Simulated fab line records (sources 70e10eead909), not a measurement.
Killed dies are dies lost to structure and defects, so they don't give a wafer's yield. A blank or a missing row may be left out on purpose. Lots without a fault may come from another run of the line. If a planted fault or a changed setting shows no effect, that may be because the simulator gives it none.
Chamber matching / flow nandHarc / rieDiel-03 running NHARC_A_STAIRCASE_ETCH_313: 4 sister chambers
The step etches the open film in CF4/CHF3. 4 wafers are shown with their chamber, then 7 later ones without.

## WAFERS PAIRED WITH THEIR CHAMBERS
wafer=L084.5; chamber=2; showerheadPlenumPTorr (Torr)=1.50
wafer=L084.6; chamber=3; showerheadPlenumPTorr (Torr)=1.65
wafer=L087.1; chamber=0; showerheadPlenumPTorr (Torr)=1.53
wafer=L087.2; chamber=1; showerheadPlenumPTorr (Torr)=1.70

## WAFERS WITH NO CHAMBER GIVEN
wafer=L087.5; showerheadPlenumPTorr (Torr)=1.70
wafer=L088.1; showerheadPlenumPTorr (Torr)=1.65
wafer=L088.3; showerheadPlenumPTorr (Torr)=1.53
wafer=L088.4; showerheadPlenumPTorr (Torr)=1.70
wafer=L093.2; showerheadPlenumPTorr (Torr)=1.52
wafer=L093.5; showerheadPlenumPTorr (Torr)=1.52
wafer=L093.6; showerheadPlenumPTorr (Torr)=1.69

## WHICH CHAMBER EACH ONE RAN IN
wafer=L087.5; from the rows above=1; in truth=1
wafer=L088.1; from the rows above=3; in truth=3
wafer=L088.3; from the rows above=0; in truth=0
wafer=L088.4; from the rows above=1; in truth=1
wafer=L093.2; from the rows above=can't be placed: 0 or 2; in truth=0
wafer=L093.5; from the rows above=can't be placed: 0 or 2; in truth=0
wafer=L093.6; from the rows above=1; in truth=1
Correctly placed: 5 of 7. Not placeable from these rows: 2 (in 2, the candidates include the true chamber). Placed wrongly: 0.
How it was worked out, from the rows above alone: a wafer's distance from a chamber is the root of the sum, over the readings, of the square of ((its reading less the chamber's mean) divided by the reading's scatter). If the next closest chamber is less than 2 further off than the closest, the wafer can't be placed; otherwise it belongs to the closest. For every chamber, the mean is computed from those of its wafers that are shown. The scatter: root of mean squared gap, hidden wafer to nearest shown wafer, with one shown wafer a chamber.
